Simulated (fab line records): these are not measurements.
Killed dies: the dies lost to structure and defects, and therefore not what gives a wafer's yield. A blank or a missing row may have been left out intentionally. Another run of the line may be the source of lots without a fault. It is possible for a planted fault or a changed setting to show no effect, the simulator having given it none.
Struck lot and sound lot, side by side | flow nand-harc | 13 out of 1302 route steps
Sound: these wafers, L480.1, L480.4, L480.5. Struck: wafers L475.1, L475.4, L475.6. The cause is named last.
Per side, at each step with rows, come the tool, then ch with its chambers, and then its first start. Under that, the readings that differ: sound wafers | struck wafers | difference of the means | sigmas: that difference in standard deviations of wafers without a fault.
alike: readings whose means differ by less than 2 such deviations, and words and numbers that are the same on both sides. not compared: withheld readings, readings that some wafer has no value for, bounds like >300 that may hide the same value, and numbers for which the record gives no deviation and whose values overlap.
A row with sigmas, a row that says differs or no value, or rows on one side alone: a step with any of these is where the two part. Numbers that don't overlap but have no deviation are shown without sigmas and don't part them. Lack of a reading on every wafer of one side parts them only where that side has two or more wafers.

first, 1 step without rows for these wafers: NHARC_THIN_TSV_SRD_23.
NHARC_THIN_TSV_DEGAS_53: time 60 s.
  sound on pvd-sputter-01 at day 29 07:00; struck on pvd-sputter-01 at day 27 23:07
  alike: heater-power-w
NHARC_THIN_TSV_PRE_CLEAN_54: time 30 s.
  sound on pvd-sputter-01 at day 29 07:04; struck on pvd-sputter-01 at day 27 23:11
  alike: heater-power-w
then, 9 steps without rows for these wafers: NHARC_THIN_TSV_PVD_55 (deposits TiN, target thk 50 nm); NHARC_THIN_TSV_PVD_24 (deposits Al, target thk 800 nm); NHARC_THIN_TSV_DEHYDRATE_25 (time 120 s); NHARC_THIN_TSV_HMDS_26 (time 30 s); NHARC_THIN_TSV_COAT_27; NHARC_THIN_TSV_SOFTBAKE_28 (time 95 s); NHARC_THIN_TSV_EBR_29; NHARC_THIN_TSV_EXPOSE_30 (exposes mask PAD); NHARC_THIN_TSV_PEB_31 (peb time 85 s).
NHARC_THIN_TSV_DEVELOP_32: time 70 s.
  sound on litho-track-03 ch 0, day 29 08:00; struck on litho-track-02, day 28 00:00
  no value came back on the struck wafers for chill-plate-temp-C (C), exhaust-pa (Pa); on the sound wafers chill-plate-temp-C (C) reads 22.90 23.02 23.00

== WHERE THEY PART ==
At NHARC_THIN_TSV_DEVELOP_32 and nowhere else, as far as this record goes.

WHY: whatever the simulator had introduced
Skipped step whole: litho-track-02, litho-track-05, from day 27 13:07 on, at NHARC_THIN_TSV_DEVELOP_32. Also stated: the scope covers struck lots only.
